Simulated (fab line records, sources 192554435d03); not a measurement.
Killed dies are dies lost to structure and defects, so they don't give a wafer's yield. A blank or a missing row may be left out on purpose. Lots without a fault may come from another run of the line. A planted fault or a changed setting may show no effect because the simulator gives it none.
A struck lot beside a sound one | flow n5_finfet | 34 steps out of a route of 1938
Sound: wafers L167.2, L167.5, L167.6. Struck: wafers L171.1, L171.2, L171.6. The cause comes at the end.
At each step with rows: each side's tool, then ch and its chambers, then its first start. Under that, the readings that differ: sound wafers | struck wafers | difference of the means | sigmas: that difference in standard deviations of wafers without a fault.
alike: readings whose means differ by less than 2 such deviations, and words and numbers that are the same on both sides. not compared: withheld readings, readings that some wafer has no value for, bounds like >300 that may hide the same value, and numbers for which the record gives no deviation and whose values overlap.
The two part at a step that has a row with sigmas, a row that says differs or no value, or rows on one side only. Numbers that don't overlap but have no deviation are shown without sigmas and don't part them. A reading that every wafer of one side lacks parts them only if that side has two wafers or more.

first, 9 steps without rows for these wafers: N5_BEOL_M9_DEVELOP_27 (develop time 30 s); N5_BEOL_M9_DESCUM_33 (chemistry O2, time 7 s); N5_BEOL_M9_ETCH_76 (etches underlayer in N2/H2, target depth 6.5 nm, time 5.2 s); N5_BEOL_M9_ETCH_65 (etches SiARC in CF4, target depth 15.6 nm, time 26 s); N5_BEOL_M9_ETCH_66 (etches SOC in N2/H2, target depth 80 nm, overetch 16 nm, time 120 s); N5_BEOL_M9_STRIP_69 (strips in N2/H2); N5_BEOL_M9_STRIP_77 (strips in N2/H2); N5_BEOL_M9_VIA_ETCH_34 (etches SiCOH lowk in C4F6/O2, target depth 182.4 nm, time 68.4 s); N5_BEOL_M9_STRIP_73 (strips in C4F6/O2).
N5_BEOL_M9_STRIP_36: strips in N2/H2.
  sound on rie_diel-01 ch 0,2, day 11 14:16; struck on rie_diel-04 ch 0,2,3, day 12 18:34
  reading               | sound          | struck         | difference | sigmas
  oes_product_au (a.u.) | 0.94 0.87 0.93 | 0.73 0.67 0.87 | -0.16      | -2
  alike: drypump_motor_current_A, rf_vpp_V, showerhead_plenum_p_Torr, throttle_valve_pct
  not compared: rf_hours_counter_h
then, 23 steps without rows for these wafers: N5_BEOL_M9_TRENCH_ETCH_37 (etches SiCOH lowk in C4F6/O2, target depth 151.43 nm, time 49 s); N5_BEOL_M9_ETCH_41 (etches SiCN in CH3F/O2, target depth 36.6 nm, time 70.1 s); N5_BEOL_M9_STRIP_80 (strips in N2/H2, time 10 s); N5_BEOL_M9_HM_STRIP_39 (strips TiN in peroxide tin strip, target depth 25 nm, time 158 s); N5_BEOL_M9_SRD_40 (time 30 s); N5_BEOL_M9_PRECLEAN_42 (cleans in residue remover, time 60 s); N5_BEOL_M9_SRD_43 (time 30 s); N5_BEOL_M9_CURE_72 (cures SiCOH lowk, time 120 s); N5_BEOL_M9_DEGAS_44 (time 60 s); N5_BEOL_M9_PRE_CLEAN_45 (time 30 s); N5_BEOL_M9_ALD_74 (deposits TaN, target thk 2 nm, pulse time 2 s, purge time 3 s); N5_BEOL_M9_SURFACE_TREAT_79; N5_BEOL_M9_CVD_78 (deposits Co from CCTBA/H2, target thk 2 nm, time 138.9 s); N5_BEOL_M9_SPUTTER_48 (material Cu, target thk 12 nm, time 2 s); N5_BEOL_M9_ECD_50 (material Cu, target thk 318 nm); N5_BEOL_M9_ANNEAL_51 (time 90 s); N5_BEOL_M9_CMP_52 (polishes, stops on SiCOH lowk, t overpolish 7 s, target thk 140 nm); N5_BEOL_M9_PRE_CLEAN_55 (time 15 s); N5_BEOL_M9_DEP_56 (deposits SiCN from 3MS/NH3, target thk 15 nm, time 26.5 s); N5_BEOL_M10_ILD_DEP_00 (deposits SiCOH lowk from DEMS/porogen, target thk 308.51 nm, time 58 s); N5_BEOL_M10_CURE_71 (cures SiCOH lowk, time 240 s); N5_BEOL_M10_PECVD_70 (deposits SiO2 from TEOS/O2, target thk 20 nm, time 22.7 s); N5_BEOL_M10_HM_DEP_02 (deposits TiN, target thk 20 nm).
-- the record jumps here: 3 days lie between the struck wafers' starts before and after (it left off in module BEOL_M10 and takes up again in module PASSIVATION, whose first step shown is number 1936 of the route) --
N5_PASSIVATION_PROBE_49:
  the record has rows for the struck wafers here (prober-02, day 15 09:25) and none for the sound ones

WHERE THEY PART
First at N5_BEOL_M9_STRIP_36; last, within this record, at N5_PASSIVATION_PROBE_49.

WHY: what the simulator had put in
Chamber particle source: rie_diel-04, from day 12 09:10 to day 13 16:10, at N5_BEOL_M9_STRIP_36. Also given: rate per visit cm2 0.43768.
